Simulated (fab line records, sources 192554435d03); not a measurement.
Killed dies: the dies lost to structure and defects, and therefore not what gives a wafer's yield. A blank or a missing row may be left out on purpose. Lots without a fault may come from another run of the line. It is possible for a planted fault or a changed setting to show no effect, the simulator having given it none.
fab line records	flow n5_finfet
record: lots: 7	wafers: 21
route steps=1938 shown BEOL_M11@1578 BEOL_M12@1649 BEOL_M14@1770 BEOL_M15@1773 MIM_BOT_LITHO@1858 PASSIVATION@1930
start_h: the number of hours between the record's first day and the start of the first shown wafer of the lot	wait_h: hours since the lot's step before	" the same as in the row above	L1.1+2: a single row standing in for several wafers	- no value present, or no start provided	* or withheld: withheld	< > ~ a bound
route shown NAME@n: names a module that has steps shown in the file, with the first one's number in the route	usual: mean/standard deviation of fault-free wafers	same: alike in all rows	chamber/n: place in a boat	sites: the reading at each site	_std_site: the values' standard deviation	_edge_site: inner sites' mean taken away from outer sites' mean	radius_mm: for every site, how far away it sits from the centre of the wafer	mask NAME#n: copy n	behind: the last tool/chamber to shape the wafer	hold: what put the lot on hold/how long, in hours/how the hold closed	device: the transistor (n, p or np) that didn't switch	end of line: the tests these same wafers got at the end of their route	a step without rows: its recipe alone	killed: at the first sort, the dies lost to defects and structure; wafer yield is something else	map: the dies of a wafer, with x for killed, . for not killed, _ for no die there
set.NAME: the setting that was run; set.NAME@STEP: the one run at that earlier step	model.NAME: the simulator's own value behind a step, which no gauge read
lots whose settings were changed on purpose; a table a step, a row a wafer
== steps ==
step: N5_BEOL_M11_TRENCH_ETCH_37
recipe: chemistry: C4F6/O2	target_depth_a: 1488.3	target: SiCOH_lowk	time_s: 48	ion_energy_ev: 250	pressure_mtorr: 30	source_w: 345	bias_w: 185	Ar_flow_sccm: 300	C4F6_flow_sccm: 10	O2_flow_sccm: 10
usual: rf_vpp_V: 666/5.3
lot.wafer	tool	chamber	start_h	wait_h	set.source_w	rf_vpp_V	model.BEOL_M11.feature_depth_nm	model.etch.depth_nm
L075.1	rie_diel-01	1	-	-	345	663	149.4	149.4
L075.2	"	2	"	"	345	669	147	147.1
L075.5	"	2	"	"	345	671	148	148.1
L080.2	rie_diel-02	2	-	-	345	655	150.8	150.8
L080.5	"	1	"	"	345	667	147.2	147.1
L080.6	"	0	"	"	382.6	639	157.2	157.2
L081.1	rie_diel-02	2	-	-	345	657	150.2	150.3
L081.3	"	0	"	"	345	673	149.6	149.7
L081.5	"	3	"	"	377.5	639	153.2	153.3
L084.1	rie_diel-04	0	-	-	399.9	614	155.6	155.6
L084.2	"	1	"	"	399.9	618	159.2	159.1
L084.3	"	2	"	"	345	675	151.6	151.6
L088.2	rie_diel-02	3	-	-	345	669	149.4	149.3
L088.3	"	2	"	"	345	656	151.8	151.7
L088.5	"	1	"	"	345	667	148.2	148.3
L096.1	rie_diel-04	3	-	-	345	662	149	149
L096.2	"	1	"	"	290.2	728	140	139.9
L096.3	"	0	"	"	290.2	722	138.8	138.8
L092.1	rie_diel-04	3	-	-	345	662	145.4	145.4
L092.4	"	1	"	"	398	620	155.8	155.9
L092.5	"	0	"	"	345	660	145.8	145.8
step: N5_BEOL_M11_ETCH_41
recipe: chemistry: CH3F/O2	target: SiCN	target_depth_a: 426	taper_deg: 2	time_s: 86	ion_energy_ev: 120	mask_material: TiN	pressure_mtorr: 30	source_w: 395	bias_w: 75	Ar_flow_sccm: 150	CH3F_flow_sccm: 30	O2_flow_sccm: 20
step: N5_BEOL_M11_STRIP_77
recipe: chemistry: N2/H2	time_s: 10	power_w: 450	temp_c: 40	pressure_mtorr: 20	rf_frequency_hz: 6e+07	bias_power_w: 7	n2_flow_sccm: 200	h2_flow_sccm: 200
step: N5_BEOL_M11_ECD_50
recipe: material: Cu	target_thk_a: 3180
step: N5_BEOL_M11_ANNEAL_51
recipe: temp_c: 225	time_s: 90	ambient: N2
step: N5_BEOL_M11_CMP_52
recipe: stop_on: SiCOH_lowk	t_overpolish_s: 7	down_force_psi: 1	platen_rpm: 50	clearing_platen_down_force_psi: 1.5	clearing_platen_rpm: 50	post_cmp_clean: cu_alkaline	target_thk_nm: 140	clearing_platen_pad_velocity_m_s: 0.99484	pad_velocity_m_s: 0.99484
lot.wafer	tool	chamber	start_h	wait_h	set.source_w@BEOL_M11_TRENCH_ETCH_37	model.Cu_of_BEOL_M11_ECD_50.thk_nm
L075.1	cmp-03	1	273.08	0.3	345	141.4
L075.2	"	0	"	"	345	139
L075.5	"	2	"	"	345	139.2
L080.2	cmp-04	1	309.91	0.3	345	141.6
L080.6	"	3	"	"	382.6	148.2
L080.5	"	0	"	"	345	137.8
L081.3+1	cmp-03	2,0	314.06	0.3	345	141.8
L081.5	"	2	"	"	377.5	145
L084.1	cmp-04	0	342.37	0.3	399.9	149.2
L084.3	"	2	"	"	345	144.8
L084.2	"	3	"	"	399.9	150.2
L088.2	cmp-03	1	358.51	0.2	345	140.8
L088.3	"	3	"	"	345	143.4
L088.5	"	0	"	"	345	140.2
L096.3	cmp-04	3	381.48	0.3	290.2	129.4
L096.2	"	1	"	"	290.2	129.8
L096.1	"	2	"	"	345	140
L092.4	cmp-03	2	392.25	0.3	398	149
L092.1	"	0	"	"	345	138.4
L092.5	"	1	"	"	345	139
step: N5_BEOL_M12_SPUTTER_44
recipe: material: Ta	target_thk_a: 100	temp_c: 50	bias_v: 80	power_w: 15000	chamber_pressure_pa: 0.07	time_s: 16.13
lot.wafer	tool	chamber	start_h	wait_h	set.time_s	model.Ta_of_BEOL_M12_SPUTTER_44.thk_nm
L075.1+5	pvd_sputter-01	-	283.77	0.0	16.13	10
L075.2	"	-	"	"	16.13	10.2
L080.2+6	pvd_sputter-02	-	315.25	0.0	17.41	11
L080.5	"	-	"	"	16.13	10.2
L081.1+3+5	pvd_sputter-02	-	318.69	0.0	16.13	10.2
L084.1	pvd_sputter-01	-	346.67	0.0	17.41	11
L084.2	"	-	"	"	16.13	10
L084.3	"	-	"	"	17.41	10.8
L088.2	pvd_sputter-01	-	361.57	0.0	16.13	10
L088.3+5	"	-	"	"	16.13	9.8
L096.1+2+3	pvd_sputter-01	-	385.28	0.0	16.13	9.8
L092.1	pvd_sputter-02	-	397.15	0.0	16.13	10.2
L092.4	"	-	"	"	14.5	9.4
L092.5	"	-	"	"	14.5	9.2
step: N5_BEOL_M12_DEP_53
recipe: material: SiCN	target_thk_a: 300	temp_c: withheld	precursor: 3MS/NH3	pressure_torr: 3	rf_w: 675	time_s: 10.5
lot.wafer	tool	chamber	start_h	wait_h	set.time_s	model.SiCN_of_BEOL_M12_DEP_53.thk_nm
L075.1	pecvd-03	1	284.78	0.0	9.112	26.4
L075.2	"	2	"	"	10.5	30.2
L075.5	"	2	"	"	9.112	26.6
L080.2	pecvd-03	2	316.69	0.0	11.08	31
L080.5	"	1	"	"	10.5	30.2
L080.6	"	0	"	"	11.08	31.8
L081.1	pecvd-02	1	319.70	0.0	10.5	30.2
L081.3	"	0	"	"	10.5	30.8
L081.5	"	0	"	"	10.5	30.6
L084.1	pecvd-03	0	348.01	0.0	10.5	29.6
L084.2	"	1	"	"	10.5	30.2
L084.3	"	2	"	"	10.5	30
L088.2+3	pecvd-03	0,2	362.87	0.0	10.5	29
L088.5	"	1	"	"	10.5	29.8
L096.1+2	pecvd-03	0,2	386.55	0.0	10.5	29.4
L096.3	"	1	"	"	10.5	29.6
L092.1	pecvd-02	2	398.42	0.0	10.5	29.6
L092.4	"	2	"	"	10.5	30
L092.5	"	2	"	"	10.5	29.8
step: N5_BEOL_M14_DEP_53
recipe: material: SiCN	target_thk_a: 500	temp_c: withheld	precursor: 3MS/NH3	pressure_torr: 3	rf_w: 675	time_s: 17.8
lot.wafer	tool	chamber	start_h	wait_h	set.time_s	model.SiCN_of_BEOL_M14_DEP_53.thk_nm
L075.1	pecvd-04	2	295.31	0.0	17.8	50
L075.2	"	1	"	"	17.8	50.2
L075.5	"	2	"	"	20.32	57.8
L080.2+6	pecvd-04	0	327.52	0.0	16.65	46.6
L080.5	"	2	"	"	17.8	50
L081.1	pecvd-01	2	331.01	0.0	15.4	43.4
L081.3	"	1	"	"	15.4	42.6
L081.5	"	0	"	"	17.8	50
L084.1	pecvd-04	0	361.71	0.0	17.8	49.2
L084.2	"	1	"	"	17.8	49.6
L084.3	"	2	"	"	16.31	45.6
L088.2	pecvd-01	0	379.10	0.0	17.8	50
L088.3	"	2	"	"	17.8	50.2
L088.5	"	0	"	"	17.8	50.6
L096.1	pecvd-01	1	397.87	0.0	17.8	49.2
L096.2	"	2	"	"	17.8	49.8
L096.3	"	0	"	"	17.8	49.6
L092.1	pecvd-02	1	412.84	0.0	17.8	49.2
L092.4	"	1	"	"	20.44	57.2
L092.5	"	0	"	"	20.44	57.6
step: N5_BEOL_M15_ILD_DEP_00
recipe: material: SiO2	target_thk_a: 16293	temp_c: 400	precursor: TEOS/O2	pressure_torr: 6.5	rf_w: 900	teos_flow_sccm: 161.4	gas: O2	flow_sccm: 2650	time_s: 346.1
lot.wafer	tool	chamber	start_h	wait_h	set.time_s	model.SiO2_of_BEOL_M15_ILD_DEP_00.thk_nm
L075.1	pecvd-02	0	295.44	0.0	346.1	1585
L075.2	"	1	"	"	346.1	1616
L075.5	"	2	"	"	346.1	1672
L080.2	pecvd-04	1	327.65	0.0	346.1	1629
L080.5	"	1	"	"	346.1	1639
L080.6	"	0	"	"	346.1	1658
L081.1	pecvd-03	1	331.14	0.0	346.1	1624
L081.3	"	0	"	"	346.1	1628
L081.5	"	1	"	"	346.1	1635
L084.1	pecvd-03	0	361.84	0.0	346.1	1634
L084.2	"	2	"	"	314.2	1495
L084.3	"	1	"	"	314.2	1467
L088.2	pecvd-04	2	379.23	0.0	346.1	1630
L088.3	"	1	"	"	346.1	1623
L088.5	"	2	"	"	346.1	1626
L096.1	pecvd-03	1	398.00	0.0	346.1	1614
L096.2	"	0	"	"	346.1	1594
L096.3	"	2	"	"	346.1	1625
L092.1	pecvd-03	1	412.97	0.0	346.1	1598
L092.4	"	2	"	"	371	1736
L092.5	"	1	"	"	346.1	1643
step: N5_BEOL_M15_THK_MEAS_01
recipe: reads: SiO2_of_BEOL_M15_ILD_DEP_00
usual: M15_ILD_THK: 1632/19
lot.wafer	tool	chamber	start_h	wait_h	set.time_s@BEOL_M15_ILD_DEP_00	M15_ILD_THK[nm]
L075.1	film_metro-02	-	295.69	0.1	346.1	1585
L075.2	"	-	"	"	346.1	1616
L075.5	"	-	"	"	346.1	1673
L080.2	film_metro-01	-	327.90	0.1	346.1	1629
L080.5	"	-	"	"	346.1	1637
L080.6	"	-	"	"	346.1	1658
L081.1	film_metro-02	-	331.39	0.1	346.1	1624
L081.3	"	-	"	"	346.1	1627
L081.5	"	-	"	"	346.1	1635
L084.1	film_metro-02	-	362.09	0.1	346.1	1635
L084.2	"	-	"	"	314.2	1496
L084.3	"	-	"	"	314.2	1466
L088.2	film_metro-02	-	379.48	0.1	346.1	1630
L088.3	"	-	"	"	346.1	1623
L088.5	"	-	"	"	346.1	1626
L096.1	film_metro-01	-	398.25	0.1	346.1	1615
L096.2	"	-	"	"	346.1	1595
L096.3	"	-	"	"	346.1	1627
L092.1	film_metro-01	-	413.22	0.1	346.1	1599
L092.4	"	-	"	"	371	1736
L092.5	"	-	"	"	346.1	1643
step: N5_BEOL_M15_COAT_58
recipe: resist: BARC	temp_c: 205	time_s: 60	spin_rpm: 1500	resist_thk_nm: 89
step: N5_BEOL_M15_COAT_04
recipe: spin_rpm: 1704	resist_thk_nm: 800
step: N5_BEOL_M15_DESCUM_15
recipe: chemistry: O2	time_s: 7.9	source_power_w: 50	bias_power_w: 20	pressure_mtorr: 20	rf_frequency_hz: 2.712e+07	temp_c: 40	o2_flow_sccm: 225
step: N5_BEOL_M15_ETCH_59
recipe: chemistry: N2/H2	target: BARC	target_depth_a: 890	overetch_a: 267	time_s: 67.9	ion_energy_ev: 200	pressure_mtorr: 30	source_w: 840	bias_w: 150	n2_flow_sccm: 200	h2_flow_sccm: 200
step: N5_BEOL_M15_VIA_ETCH_16
recipe: chemistry: C4F8/O2/Ar	target: SiO2	he_inner_torr: 15	he_outer_torr: 30	target_depth_a: 17922	time_s: withheld	ion_energy_ev: 800	pressure_mtorr: 20	source_w: 1905	bias_w: 2040	Ar_flow_sccm: 400	C4F8_flow_sccm: 16	O2_flow_sccm: 12	ends: cleared
lot.wafer	tool	chamber	start_h	wait_h	set.time_s@BEOL_M15_ILD_DEP_00	model.etch.depth_nm	model.coat_of_BEOL_M15_COAT_04.thk_nm
L075.1	rie_diel-04	1	296.17	0.0	*	1585	343.2
L075.2	"	3	"	"	*	1616	337
L075.5	"	0	"	"	*	1672	327
L080.2	rie_diel-01	2	329.43	0.0	*	1629	332.6
L080.5	"	0	"	"	*	1639	337.8
L080.6	"	2	"	"	*	1658	327.4
L081.1	rie_diel-01	0	332.17	0.0	*	1624	341.4
L081.3	"	3	"	"	*	1628	341
L081.5	"	2	"	"	*	1635	336.6
L084.1	rie_diel-04	1	362.69	0.0	*	1634	334.2
L084.2	"	0	"	"	*	1495	373.8
L084.3	"	2	"	"	*	1467	369
L088.2	rie_diel-01	1	380.08	0.0	*	1630	334
L088.3	"	3	"	"	*	1623	336
L088.5	"	2	"	"	*	1626	336.6
L096.1	rie_diel-02	0	398.85	0.0	*	1614	335.8
L096.2	"	3	"	"	*	1594	336.2
L096.3	"	2	"	"	*	1625	331.4
L092.1	rie_diel-01	0	413.78	0.0	*	1598	341.6
L092.4	"	1	"	"	*	1736	304.8
L092.5	"	3	"	"	*	1643	329
step: N5_MIM_BOT_LITHO_EXPOSE_05
recipe: mask_id: MIM_BOT	na: 0.55	source_shape: conventional	sigma_outer: 0.8	polarization: unpolarized	dose_mj: 24.25
lot.wafer	tool	chamber	start_h	wait_h	mask	set.dose_mj
L075.1+5	krf_scanner-02	0	307.70	-	MIM_BOT#0	25.83
L075.2	"	0	"	"	MIM_BOT#0	24.25
L080.2+5	krf_scanner-01	0	338.01	-	MIM_BOT#0	24.99
L080.6	"	0	"	"	MIM_BOT#0	24.25
L081.1+3	krf_scanner-02	0	344.02	-	MIM_BOT#0	25.23
L081.5	"	0	"	"	MIM_BOT#0	24.25
L084.1+2	krf_scanner-01	0	374.67	-	MIM_BOT#0	24.25
L084.3	"	0	"	"	MIM_BOT#0	22.62
L088.2+3+5	krf_scanner-02	0	389.43	-	MIM_BOT#0	24.25
L096.1	krf_scanner-01	0	411.90	-	MIM_BOT#0	23.4
L096.2+3	"	0	"	"	MIM_BOT#0	24.25
L092.1+5	krf_scanner-02	0	425.33	-	MIM_BOT#0	25.19
L092.4	"	0	"	"	MIM_BOT#0	24.25
step: N5_MIM_BOT_LITHO_PEB_06
recipe: peb_temp_c: withheld	peb_time_s: *
step: N5_MIM_BOT_LITHO_DEVELOP_07
recipe: develop_time_s: 60	rinse_liquid: diw	dry: air_spin	dev_temp_c: 21
step: N5_MIM_BOT_LITHO_HARDBAKE_09
recipe: temp_c: 130	time_s: 120
step: N5_MIM_BOT_LITHO_CD_MEAS_08
recipe: target_cd_nm: 3000	landing_energy_ev: 500	detector: se_inlens	polarity: opening
usual: cd_nm: 2999.0/1.4
lot.wafer	tool	chamber	start_h	wait_h	set.dose_mj@MIM_BOT_LITHO_EXPOSE_05	cd_nm
L075.1	cd_sem-02	0	307.88	-	25.83	3009.0
L075.2	"	0	"	"	24.25	2998.0
L075.5	"	0	"	"	25.83	3006.2
L080.2	cd_sem-03	0	338.18	-	24.99	3006.6
L080.5	"	0	"	"	24.99	3005.6
L080.6	"	0	"	"	24.25	2998.4
L081.1	cd_sem-01	0	344.19	-	25.23	3006.6
L081.3	"	0	"	"	25.23	3006.8
L081.5	"	0	"	"	24.25	2999.0
L084.1	cd_sem-01	0	374.84	-	24.25	2999.6
L084.2	"	0	"	"	24.25	2999.6
L084.3	"	0	"	"	22.62	2986.0
L088.2	cd_sem-02	0	389.60	-	24.25	2996.4
L088.3	"	0	"	"	24.25	2995.9
L088.5	"	0	"	"	24.25	2996.9
L096.1	cd_sem-01	0	412.07	-	23.4	2991.4
L096.2	"	0	"	"	24.25	2996.7
L096.3	"	0	"	"	24.25	2999.1
L092.1	cd_sem-01	0	425.51	-	25.19	3004.7
L092.4	"	0	"	"	24.25	2996.5
L092.5	"	0	"	"	25.19	3004.9
step: N5_PASSIVATION_ETCH_54
recipe: chemistry: CHF3/O2	target: SiO2	target_depth_a: 8800	CHF3_flow_sccm: 50	O2_flow_sccm: 5	Ar_flow_sccm: 200	time_s: 440	mask_material: PR	pressure_mtorr: 30	source_w: 650	bias_w: 170	ion_energy_ev: 200
usual: rf_vpp_V: 521/4
lot.wafer	tool	chamber	start_h	wait_h	set.bias_w	rf_vpp_V
L075.1	rie_diel-05	3	314.98	0.1	141.6	444
L075.2	"	2	"	"	170	519
L075.5	"	0	"	"	170	519
L080.2	rie_diel-06	2	346.11	0.1	197.6	585
L080.5	"	0	"	"	170	526
L080.6	"	3	"	"	197.6	596
L081.1	rie_diel-03	0	350.17	0.1	170	514
L081.3	"	2	"	"	170	524
L081.5	"	0	"	"	170	512
L084.1	rie_diel-03	1	380.38	0.1	144.6	456
L084.2	"	0	"	"	170	511
L084.3	"	3	"	"	144.6	457
L088.2	rie_diel-03	1	397.91	0.1	170	520
L088.3	"	3	"	"	170	523
L088.5	"	2	"	"	170	522
L096.1	rie_diel-06	3	417.46	0.1	196	593
L096.2	"	0	"	"	196	589
L096.3	"	2	"	"	196	582
L092.1	rie_diel-03	1	434.01	0.1	170	521
L092.4	"	2	"	"	139.6	446
L092.5	"	2	"	"	139.6	447
== key ==
split: step: N5_BEOL_M11_TRENCH_ETCH_37	setting: source_w	stated: 345	by: wafer
response: step: N5_BEOL_M11_TRENCH_ETCH_37	reading: rf_vpp_V	change: -3.22	per: 1%	r: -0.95
response: step: N5_BEOL_M11_TRENCH_ETCH_37	reading: model.BEOL_M11.feature_depth_nm	change: +0.55	per: 1%	r: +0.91
response: step: N5_BEOL_M11_TRENCH_ETCH_37	reading: model.etch.depth_nm	change: +0.552	per: 1%	r: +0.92
response: step: N5_BEOL_M11_CMP_52	reading: model.Cu_of_BEOL_M11_ECD_50.thk_nm	change: +0.552	per: 1%	r: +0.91
split: step: N5_BEOL_M12_SPUTTER_44	setting: time_s	stated: 16.13	by: wafer
response: step: N5_BEOL_M12_SPUTTER_44	reading: model.Ta_of_BEOL_M12_SPUTTER_44.thk_nm	change: +0.099	per: 1%	r: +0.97
split: step: N5_BEOL_M12_DEP_53	setting: time_s	stated: 10.5	by: wafer
response: step: N5_BEOL_M12_DEP_53	reading: model.SiCN_of_BEOL_M12_DEP_53.thk_nm	change: +0.271	per: 1%	r: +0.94
split: step: N5_BEOL_M14_DEP_53	setting: time_s	stated: 17.8	by: wafer
response: step: N5_BEOL_M14_DEP_53	reading: model.SiCN_of_BEOL_M14_DEP_53.thk_nm	change: +0.531	per: 1%	r: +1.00
split: step: N5_BEOL_M15_ILD_DEP_00	setting: time_s	stated: 346.1	by: wafer
response: step: N5_BEOL_M15_ILD_DEP_00	reading: model.SiO2_of_BEOL_M15_ILD_DEP_00.thk_nm	change: +16.3	per: 1%	r: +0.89
response: step: N5_BEOL_M15_THK_MEAS_01	reading: M15_ILD_THK	change: +16.4	per: 1%	r: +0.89
response: step: N5_BEOL_M15_VIA_ETCH_16	reading: model.etch.depth_nm	change: +16.3	per: 1%	r: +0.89
response: step: N5_BEOL_M15_VIA_ETCH_16	reading: model.coat_of_BEOL_M15_COAT_04.thk_nm	change: -4.11	per: 1%	r: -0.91
split: step: N5_MIM_BOT_LITHO_EXPOSE_05	setting: dose_mj	stated: 24.25	by: wafer
response: step: N5_MIM_BOT_LITHO_CD_MEAS_08	reading: cd_nm	change: +1.88	per: 1%	r: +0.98
split: step: N5_PASSIVATION_ETCH_54	setting: bias_w	stated: 170	by: wafer
response: step: N5_PASSIVATION_ETCH_54	reading: rf_vpp_V	change: +4.1	per: 1%	r: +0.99
